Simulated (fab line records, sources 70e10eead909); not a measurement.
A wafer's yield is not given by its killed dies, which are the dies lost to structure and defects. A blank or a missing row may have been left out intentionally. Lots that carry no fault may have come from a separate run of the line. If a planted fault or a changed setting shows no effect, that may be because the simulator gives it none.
fab line records -- flow nand_harc
record lots=5, wafers=15, last_day=24
route steps=1159 shown THIN_TSV@1142 END@1158
lots that met no fault: from a run of the same line without faults
start_h: hours from the record's first day to the start of the lot's first wafer shown -- wait_h: time in hours since the lot's previous step -- " unchanged from the row above -- L1.1+2: a single row standing in for several wafers -- - no value, or no start was given -- * or withheld: withheld -- < > ~ a bound
route shown NAME@n: names a module that has steps shown in the file, with the first one's number in the route -- usual: mean/standard deviation taken from wafers without a fault -- same: alike in all rows -- chamber/n: place in a boat -- sites: per-site readings -- _std_site: standard deviation of those values -- _edge_site: mean of outer sites minus mean of inner sites -- radius_mm: how far each site lies from the wafer's centre -- mask NAME#n: copy n -- behind: the most recent tool/chamber to have shaped the wafer -- hold: reason for holding the lot/hours on hold/outcome of the hold -- device: names the non-switching transistor (n, p or np) -- end of line: the tests these same wafers got at the end of their route -- a step without rows: its recipe alone -- killed: the dies lost at the first sort to structure and to defects; this is not the yield of the wafer -- map: shows each die of a wafer: x if killed, . if not, _ if none is there
set.NAME: the setting the step ran with; set.NAME@STEP: the setting that earlier step ran with -- model.NAME: the simulator's own value behind a step, which no gauge read
lots seen at some steps along the route; tables by step, rows by wafer
services: when a tool's chamber went out of use (start_h, in hours from the record's first day, below 0 if earlier), for how many hours, and the reason
## steps
# step NHARC_THIN_TSV_COAT_27
# recipe spin_rpm=*
# step NHARC_THIN_TSV_SOFTBAKE_28
# recipe temp_c=122, time_s=95
# step NHARC_THIN_TSV_EBR_29
# step NHARC_THIN_TSV_EXPOSE_30
# recipe na=0.55, dose_mj=11.47, mask_id=PAD
# step NHARC_THIN_TSV_PEB_31
# recipe peb_temp_c=118, peb_time_s=85
# step NHARC_THIN_TSV_DEVELOP_32
# recipe time_s=70
# step NHARC_THIN_TSV_CD_MEAS_33
# recipe target_cd_nm=5000, landing_energy_ev=500
# usual cd_nm=4999.2/1.6
lot.wafer,tool,chamber,start_h,wait_h,cd_nm
L866.1,cd_sem-02,0,446.65,-,4998.5
L866.5,cd_sem-02,0,446.65,-,4996.9
L866.6,cd_sem-02,0,446.65,-,4998.5
L873.3,cd_sem-02,0,486.35,-,4996.2
L873.4,cd_sem-02,0,486.35,-,4998.8
L873.5,cd_sem-02,0,486.35,-,4998.3
L881.3,cd_sem-03,0,558.60,-,4997.5
L881.5,cd_sem-03,0,558.60,-,4998.8
L881.6,cd_sem-03,0,558.60,-,4998.5
L886.3,cd_sem-02,0,565.82,-,4997.7
L886.5,cd_sem-02,0,565.82,-,4998.2
L886.6,cd_sem-02,0,565.82,-,4998.6
L885.1,cd_sem-03,0,568.10,-,5000.3
L885.4,cd_sem-03,0,568.10,-,5001.2
L885.5,cd_sem-03,0,568.10,-,5001.3
# step NHARC_THIN_TSV_HARDBAKE_34
# recipe temp_c=125, time_s=80
# step NHARC_THIN_TSV_DESCUM_35
# recipe time_s=3, o2_flow_sccm=200, ar_flow_sccm=0, bias_power_w=0, chemistry=O2
# usual drypump_motor_current_A=5.8/0.44, oes_product_au=0.999/0.0073, rf_vpp_V=57.9/0.9, showerhead_plenum_p_Torr=1.92/0.071, throttle_valve_pct=11.311/0.0089
lot.wafer,tool,chamber,start_h,wait_h,drypump_motor_current_A,oes_product_au,rf_hours_counter_h,rf_vpp_V,showerhead_plenum_p_Torr,throttle_valve_pct
L866.1,rie_diel-07,1,446.81,-,5.6,1.000,4,59.3,2.05,11.317
L866.6,rie_diel-07,1,446.81,-,5.6,0.984,-,58.9,2.05,11.335
L866.5,rie_diel-07,2,446.81,-,6.1,0.998,-,57.5,1.95,11.317
L873.4,rie_diel-06,0,486.51,-,5.9,1.014,5,59.1,1.81,11.316
L873.3,rie_diel-06,1,486.51,-,5.5,1.002,5,57.6,1.90,11.312
L873.5,rie_diel-06,0,486.51,-,5.9,0.999,-,57.4,1.81,11.318
L881.3,rie_diel-06,3,558.75,-,5.3,0.993,10,58.0,1.90,11.312
L881.6,rie_diel-06,3,558.75,-,5.4,0.997,-,57.7,1.90,11.323
L881.5,rie_diel-06,0,558.75,-,5.9,0.991,-,57.4,1.81,11.312
L886.3,rie_diel-06,0,565.98,-,5.9,0.990,11,56.6,1.81,11.312
L886.6,rie_diel-06,0,565.98,-,6.0,1.007,-,57.5,1.81,11.313
L886.5,rie_diel-06,1,565.98,-,5.4,0.995,-,58.0,1.90,11.309
L885.4,rie_diel-07,0,568.28,-,4.8,0.994,9,57.8,1.84,11.317
L885.1,rie_diel-07,1,568.28,-,5.6,0.999,13,59.1,2.05,11.307
L885.5,rie_diel-07,3,568.28,-,5.8,1.004,-,57.6,1.93,11.316
# step NHARC_THIN_TSV_ETCH_59
# recipe target_depth_a=8800, icp_w=900, bias_w=100, Cl2_flow_sccm=60, bcl3_flow_sccm=30, time_s=138.1, chemistry=Cl2/BCl3
# usual drypump_motor_current_A=6.1/0.42, oes_product_au=1.002/0.0067, throttle_valve_pct=22.264/0.0097
lot.wafer,tool,chamber,start_h,wait_h,drypump_motor_current_A,oes_product_au,rf_hours_counter_h,throttle_valve_pct
L866.1,rie_metal-03,1,446.96,0.1,6.1,1.000,4.0,22.273
L866.6,rie_metal-03,1,446.96,0.1,6.2,1.006,-,22.254
L866.5,rie_metal-03,0,446.96,0.1,6.4,1.002,-,22.269
L873.3,rie_metal-01,1,486.70,0.2,5.7,0.992,-,22.264
L873.4,rie_metal-01,0,486.70,0.2,5.5,1.003,-,22.265
L873.5,rie_metal-01,1,486.70,0.2,5.7,0.991,-,22.282
L881.3,rie_metal-01,0,558.99,0.2,5.4,1.005,-,22.254
L881.5,rie_metal-01,1,558.99,0.2,5.7,1.005,-,22.268
L881.6,rie_metal-01,0,558.99,0.2,5.4,1.007,-,22.259
L886.3,rie_metal-01,0,566.21,0.2,5.4,1.006,-,22.270
L886.5,rie_metal-01,1,566.21,0.2,5.7,1.012,-,22.257
L886.6,rie_metal-01,0,566.21,0.2,5.5,1.001,-,22.253
L885.1,rie_metal-03,0,568.42,0.1,6.4,1.006,3.4,22.274
L885.4,rie_metal-03,1,568.42,0.1,6.1,1.006,-,22.265
L885.5,rie_metal-03,1,568.42,0.1,6.1,0.996,-,22.252
# step NHARC_THIN_TSV_ETCH_36
# recipe target_depth_a=650, over_etch_frac=0.3, time_s=18.571, ion_energy_ev=150, chemistry=Cl2/BCl3
# usual drypump_motor_current_A=6.1/0.42, oes_product_au=1.003/0.0073
lot.wafer,tool,chamber,start_h,wait_h,drypump_motor_current_A,oes_product_au,rf_hours_counter_h
L866.1,rie_metal-03,1,447.22,0.2,6.2,1.006,4.1
L866.5,rie_metal-03,1,447.22,0.2,6.2,1.007,-
L866.6,rie_metal-03,0,447.22,0.2,6.4,0.997,-
L873.4,rie_metal-01,1,486.90,0.1,5.7,1.005,-
L873.3,rie_metal-01,0,486.90,0.1,5.4,1.000,-
L873.5,rie_metal-01,1,486.90,0.1,5.7,0.996,-
L881.3,rie_metal-01,0,559.16,0.1,5.5,0.990,-
L881.6,rie_metal-01,1,559.16,0.1,5.7,1.008,-
L881.5,rie_metal-01,0,559.16,0.1,5.5,0.991,-
L886.3,rie_metal-01,1,566.38,0.1,5.7,1.008,-
L886.6,rie_metal-01,0,566.38,0.1,5.5,0.992,-
L886.5,rie_metal-01,1,566.38,0.1,5.7,1.006,-
L885.1,rie_metal-03,0,568.64,0.2,6.4,1.009,3.5
L885.4,rie_metal-03,0,568.64,0.2,6.4,1.003,-
L885.5,rie_metal-03,1,568.64,0.2,6.2,1.010,-
# step NHARC_THIN_TSV_STRIP_56
# recipe power_w=1500, temp_c=250, chemistry=O2
# usual drypump_motor_current_A=5.6/0.58, heater_power_w=312/12, rf_refl_power_W=20/5.1
lot.wafer,tool,chamber,start_h,wait_h,drypump_motor_current_A,heater_power_w,rf_hours_counter_h,rf_refl_power_W
L866.1,plasma_asher-01,0,447.32,0.1,5.2,340,58,22
L866.5,plasma_asher-01,0,447.32,0.1,5.2,339,-,22
L866.6,plasma_asher-01,1,447.32,0.1,6.3,293,-,13
L873.4,plasma_asher-01,0,487.08,0.2,5.2,323,-,22
L873.3,plasma_asher-01,1,487.08,0.2,6.3,308,-,14
L873.5,plasma_asher-01,1,487.08,0.2,6.3,315,-,13
L881.3,plasma_asher-02,1,559.34,0.2,6.1,318,-,19
L881.6,plasma_asher-02,1,559.34,0.2,6.1,331,-,19
L881.5,plasma_asher-02,0,559.34,0.2,4.9,297,-,27
L886.3,plasma_asher-02,1,566.87,0.5,6.1,318,-,20
L886.5,plasma_asher-02,1,566.87,0.5,6.1,324,-,17
L886.6,plasma_asher-02,0,566.87,0.5,4.8,299,-,28
L885.1,plasma_asher-01,1,568.74,0.1,6.3,303,40,13
L885.4,plasma_asher-01,1,568.74,0.1,6.3,304,-,14
L885.5,plasma_asher-01,0,568.74,0.1,5.2,319,-,21
# step NHARC_THIN_TSV_STRIP_57
# recipe time_s=1200, temp_c=72.5, chemistry=post_etch_residue_remover
lot.wafer,tool,chamber,start_h,wait_h
L866.5+1+6,wet_bench-10,"6,7,2",447.67,0.1
L873.5+3+4,wet_bench-10,"3,4,6",487.34,0.1
L881.6+5+3,wet_bench-08,"4,5,7",559.61,0.1
L886.6+3+5,wet_bench-08,"1,4,5",567.13,0.1
L885.4+5+1,wet_bench-08,"6,7,3",569.09,0.2
# step NHARC_THIN_TSV_CD_MEAS_37
# usual cd_nm=4999.8/2.3
lot.wafer,tool,chamber,start_h,wait_h,cd_nm
L866.1,cd_sem-03,-,448.12,-,5001.8
L866.5,cd_sem-03,-,448.12,-,4997.8
L866.6,cd_sem-03,-,448.12,-,5000.9
L873.3,cd_sem-03,-,487.78,-,4997.4
L873.4,cd_sem-03,-,487.78,-,4998.3
L873.5,cd_sem-03,-,487.78,-,4996.7
L881.3,cd_sem-03,-,560.04,-,4997.1
L881.5,cd_sem-03,-,560.04,-,4998.0
L881.6,cd_sem-03,-,560.04,-,4997.3
L886.3,cd_sem-01,-,567.57,-,4998.5
L886.5,cd_sem-01,-,567.57,-,4996.6
L886.6,cd_sem-01,-,567.57,-,4998.1
L885.1,cd_sem-03,-,569.54,-,5002.1
L885.4,cd_sem-03,-,569.54,-,5001.8
L885.5,cd_sem-03,-,569.54,-,5003.7
# step NHARC_THIN_TSV_ANNEAL_58
# recipe temp_c=400, time_s=1800
# step NHARC_THIN_TSV_INSPECT_40
# usual raw_defect_count=476/83
lot.wafer,tool,chamber,start_h,wait_h,raw_defect_count
L866.1,defect_inspect-02,-,452.56,0.4,564
L866.5,defect_inspect-02,-,452.56,0.4,322
L866.6,defect_inspect-02,-,452.56,0.4,388
L873.3,defect_inspect-01,-,491.99,0.4,498
L873.4,defect_inspect-01,-,491.99,0.4,453
L873.5,defect_inspect-01,-,491.99,0.4,1667
L881.3,defect_inspect-01,-,563.09,0.4,510
L881.5,defect_inspect-01,-,563.09,0.4,562
L881.6,defect_inspect-01,-,563.09,0.4,453
L885.1,defect_inspect-02,-,572.03,0.4,346
L885.4,defect_inspect-02,-,572.03,0.4,489
L885.5,defect_inspect-02,-,572.03,0.4,417
L886.3,defect_inspect-01,-,572.04,0.4,419
L886.5,defect_inspect-01,-,572.04,0.4,465
L886.6,defect_inspect-01,-,572.04,0.4,465
# step NHARC_END_WLT_00
# usual VT_DECK1_BOTTOM=0.874/0.0078, VT_DECK1_BOTTOM_INNER=0.873/0.008, VT_DECK1_MEDIAN_NEAR_BOTTOM=0.874/0.0071, VT_DECK1_MEDIAN_NEAR_BOTTOM_INNER=0.874/0.0076, VT_DECK1_MIDDLE=0.886/0.0081, VT_DECK1_MIDDLE_INNER=0.886/0.0071, VT_DECK1_TOP=0.897/0.0078, VT_DECK1_TOP_INNER=0.898/0.008
lot.wafer,tool,chamber,start_h,wait_h,VT_DECK1_BOTTOM,VT_DECK1_BOTTOM_INNER,VT_DECK1_MEDIAN_NEAR_BOTTOM,VT_DECK1_MEDIAN_NEAR_BOTTOM_INNER,VT_DECK1_MIDDLE,VT_DECK1_MIDDLE_INNER,VT_DECK1_TOP,VT_DECK1_TOP_INNER
L866.1,prober-01,-,452.60,0.0,0.896,0.889,0.879,0.881,0.894,0.901,0.909,0.904
L866.5,prober-01,-,454.61,2.0,0.881,0.882,0.882,0.877,0.895,0.894,0.902,0.913
L866.6,prober-01,-,454.61,2.0,0.882,0.884,0.889,0.885,0.903,0.902,0.905,0.908
L873.3,prober-01,-,495.30,3.3,0.888,0.891,0.887,0.895,0.901,0.900,0.916,0.920
L873.4,prober-01,-,495.30,3.3,0.884,0.884,0.886,0.881,0.894,0.889,0.917,0.905
L873.5,prober-01,-,495.30,3.3,0.891,0.892,0.892,0.891,0.909,0.900,0.919,0.913
L881.3,prober-01,-,564.14,1.1,0.871,0.875,0.876,0.875,0.889,0.885,0.888,0.890
L881.5,prober-01,-,565.15,2.1,0.873,0.866,0.874,0.869,0.889,0.884,0.903,0.900
L881.6,prober-01,-,565.15,2.1,0.870,0.872,0.870,0.881,0.888,0.889,0.901,0.896
L885.1,prober-01,-,572.08,0.0,0.876,0.865,0.872,0.872,0.882,0.891,0.892,0.894
L885.4,prober-01,-,573.58,1.5,0.872,0.877,0.880,0.878,0.889,0.886,0.897,0.901
L885.5,prober-01,-,573.58,1.5,0.874,0.866,0.870,0.873,0.883,0.890,0.890,0.893
L886.3,prober-02,-,579.73,7.7,0.875,0.875,0.867,0.880,0.888,0.882,0.888,0.895
L886.5,prober-02,-,580.73,8.7,0.876,0.871,0.875,0.876,0.878,0.888,0.891,0.895
L886.6,prober-02,-,580.73,8.7,0.875,0.870,0.871,0.884,0.885,0.882,0.897,0.899
# step NHARC_END_SORT_01
# recipe temp_c=25
# usual defect_limited_yield=95.0/1.7, killed_at_array=29/12, killed_at_other=0.7/1, killed_at_periphery=4/3.2, killed_dies=34/12, killed_open=3.4/2, killed_short=1.8/1.3, sort_bin_2_pct=1.6/0.7, sort_bin_3_pct=0.26/0.23, sort_bin_4_pct=3.1/1.1, sort_n_pass=643/12, sort_rim_yield_pct=96.4/2.6, sort_yield_pct=95.0/1.7
# same gross_dies=677, sort_bin_5_pct[%]=0, sort_bin_6_pct[%]=0, sort_bin_7_pct[%]=0, sort_bin_8_pct[%]=0, sort_rim_n_gross=106.00
lot.wafer,tool,chamber,start_h,wait_h,defect_limited_yield[%],killed_at_array,killed_at_other,killed_at_periphery,killed_dies,killed_open,killed_short,sort_bin_2_pct[%],sort_bin_3_pct[%],sort_bin_4_pct[%],sort_n_pass,sort_rim_yield_pct[%],sort_yield_pct[%]
L866.1,prober-01,0,455.61,2.5,94.7,21,1,14,36,3,3,2.2,0.30,2.8,641,98.1,94.7
L866.5,prober-01,0,458.80,3.7,96.3,15,0,10,25,0,1,1.6,0.30,1.8,652,98.1,96.3
L866.6,prober-01,0,459.60,4.0,96.3,13,0,12,25,4,1,1.2,0.15,2.4,652,97.2,96.3
L873.3,prober-01,0,498.87,3.1,94.7,30,0,6,36,1,1,1.3,0.15,3.8,641,99.1,94.7
L873.4,prober-01,0,499.66,3.4,94.7,34,0,2,36,3,2,2.1,0.44,2.8,641,95.3,94.7
L873.5,prober-01,0,500.46,3.7,78.1,39,106,3,148,5,2,8.3,5.02,8.6,529,96.2,78.1
L881.3,prober-01,0,567.78,3.1,97.2,16,2,1,19,2,1,0.9,0.30,1.6,658,94.3,97.2
L881.5,prober-01,0,569.40,3.8,96.5,16,5,3,24,4,2,0.9,0,2.7,653,98.1,96.5
L881.6,prober-01,0,570.22,4.1,95.9,18,5,5,28,5,1,0.7,0.15,3.2,649,99.1,95.9
# killed by level:class
L866.1 A_SLIT:chamber_film_flake=9 P_STI:chamber_film_flake=7 P_ZERO_WELL:chamber_film_flake=3 A_CHANNEL_HOLE_D1:chamber_film_flake=3 P_M1:chamber_film_flake=2 A_STAIRCASE:chamber_film_flake=2 P_CONTACT:geometric_particle:open=1 A_SGD_CUT:geometric_particle:short=1
L866.5 A_SLIT:chamber_film_flake=8 P_STI:chamber_film_flake=6 A_CHANNEL_HOLE_D1:chamber_film_flake=5 P_BONDPAD:chamber_film_flake=2 A_CHANNEL_FILL_D1:geometric_particle:short=1 P_GATE:chamber_film_flake=1 P_M1:chamber_film_flake=1 A_CHANNEL_FILL_D1:chamber_film_flake=1
L866.6 P_BONDPAD:chamber_film_flake=6 A_SLIT:chamber_film_flake=6 P_STI:chamber_film_flake=4 A_CHANNEL_HOLE_D1:chamber_film_flake=2 P_GATE:geometric_particle:open=1 A_ONON_D1:geometric_particle:open=1 A_CHANNEL_FILL_D1:geometric_particle:open=1 A_SGD_CUT:geometric_particle:open=1
L873.3 A_CHANNEL_HOLE_D1:chamber_film_flake=13 A_SLIT:chamber_film_flake=12 P_GATE:chamber_film_flake=5 A_STAIRCASE:chamber_film_flake=2 A_CONTACT:chamber_film_flake=2 P_M2:geometric_particle:open=1 A_SOURCE_PLATE:geometric_particle:short=1
L873.4 A_SLIT:chamber_film_flake=13 A_CHANNEL_HOLE_D1:chamber_film_flake=8 A_STAIRCASE:chamber_film_flake=4 A_CONTACT:chamber_film_flake=4 A_WL_FILL:chamber_film_flake=2 P_CONTACT:geometric_particle:short=1 P_M0:geometric_particle:open=1 A_CHANNEL_HOLE_D1:geometric_particle:open=1
L873.5 THIN_TSV:unspecified=105 A_CHANNEL_HOLE_D1:chamber_film_flake=17 A_SLIT:chamber_film_flake=11 A_CONTACT:chamber_film_flake=3 P_GATE:geometric_particle:open=1 P_CONTACT:geometric_particle:open=1 A_ONON_D1:geometric_particle:open=1 A_SGD_CUT:geometric_particle:open=1
L881.3 A_CHANNEL_HOLE_D1:chamber_film_flake=7 A_WL_FILL:chamber_film_flake=3 A_STAIRCASE:chamber_film_flake=2 THIN_TSV:chamber_film_flake=2 A_WL_FILL:geometric_particle:short=1 A_WL_FILL:geometric_particle:open=1 A_BLC:geometric_particle:open=1 P_STI:chamber_film_flake=1
L881.5 A_CHANNEL_HOLE_D1:chamber_film_flake=6 THIN_TSV:chamber_film_flake=5 A_CONTACT:chamber_film_flake=3 P_CONTACT:geometric_particle:open=2 A_WL_FILL:geometric_particle:open=2 A_STAIRCASE:chamber_film_flake=2 A_CHANNEL_FILL_D1:geometric_particle:short=1 A_WL_FILL:geometric_particle:short=1
L881.6 A_CHANNEL_HOLE_D1:chamber_film_flake=11 THIN_TSV:chamber_film_flake=5 A_STAIRCASE:chamber_film_flake=3 P_GATE:chamber_film_flake=2 P_CONTACT:geometric_particle:short=1 P_CONTACT:geometric_particle:open=1 P_M1:geometric_particle:open=1 A_CONTACT:geometric_particle:open=1
# map L873.5 (x killed, . not)
____________.____________
_________x......_________
_______..........._______
______.............______
_____..........x...._____
____.................____
____.............x...____
___..x........x.x.....___
___........x..x.x.....___
__..........x.xxxx.....__
__...........xxxxx.x...__
_.........xxxxxxxxx....._
_..........xxxxxxxx....._
_..........xxxxxxxxx...._
_..........xxxxxxxxxx..._
_.........xxxxxxxxxxx.x._
..........xxxxxxxxxx.....
...........xxxxxxxxxx....
...x......xxxxxxxxx......
............xxxxxxxx.....
..............xxx...x....
_..............x.x...x.._
_.........x.......x....._
_.......x.......xx.x.x.._
_...x..................._
_......x........xx......_
__.x...............xx..__
__.....x.xx.........x..__
___.....x.xx..........___
___......x..x.........___
____....xx...........____
____...x.x.xx........____
_____...x..x...x...._____
______x...........x______
_______..........._______
_________...x..._________
____________.____________
# map L866.1 (x killed, . not)
____________.____________
_________......._________
_______..........._______
______.............______
_____..............._____
____..x..............____
____.................____
___...................___
___......x............___
__......x........x.....__
__........x.........x..__
_......................._
_..........x............_
_.......x.........x....._
_......................._
_.................x....._
.............x...x.......
.............x...........
.........................
....................x....
..................x......
_.................xx..x._
_................x......_
_...............xx.x...._
_......x................_
_.................xxx..._
__...............x.....__
__.............x.x...x.__
___..............x....___
___..................x___
____........x........____
____.................____
_____..............x_____
______......x......______
_______.......x..._______
_________......._________
____________.____________
## services
tool,chamber,start_h,hours,kind
wet_bench-10,-,423.20,8.0,pm
rie_diel-06,0,427.20,-,clean
rie_diel-06,1,427.20,-,clean
rie_diel-06,2,427.20,-,clean
rie_diel-06,3,427.20,-,clean
rie_diel-07,0,432.15,26.6,repair
rie_diel-06,0,451.70,-,clean
rie_diel-06,1,451.70,-,clean
rie_diel-06,2,451.70,-,clean
rie_diel-06,3,451.70,-,clean
rie_metal-03,-,453.00,9.0,pm
rie_metal-03,0,453.00,9.0,vent_cycle
rie_metal-03,1,453.00,9.0,vent_cycle
plasma_asher-01,-,453.16,9.0,pm
rie_metal-03,0,462.00,-,clean
rie_metal-03,1,462.00,-,clean
rie_diel-07,-,478.60,0.2,repair
rie_diel-07,2,496.16,5.7,repair
rie_metal-01,-,509.00,9.0,pm
rie_metal-01,0,509.00,9.0,vent_cycle
rie_metal-01,1,509.00,9.0,vent_cycle
rie_metal-01,0,518.00,-,clean
rie_metal-01,1,518.00,-,clean
plasma_asher-02,-,537.17,9.0,pm
## key
first_sign step=NHARC_THIN_TSV_INSPECT_40, reading=raw_defect_count, direction=up, sigmas=14, usual=476, struck=1667
effect step=NHARC_END_SORT_01, reading=killed_at_other, direction=up, sigmas=99+, usual=0.7, struck=106
more_kills_born_at NHARC_THIN_TSV_STRIP_57@wet_bench-10=105
met_at NHARC_THIN_TSV_STRIP_57
struck_wafers L873.5
fault kind=chamber_particle_source, tool=wet_bench-10, chamber=3, onset_h=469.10, steps=NHARC_THIN_TSV_STRIP_57, rate_per_visit_cm2=1.7376, end_h=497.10
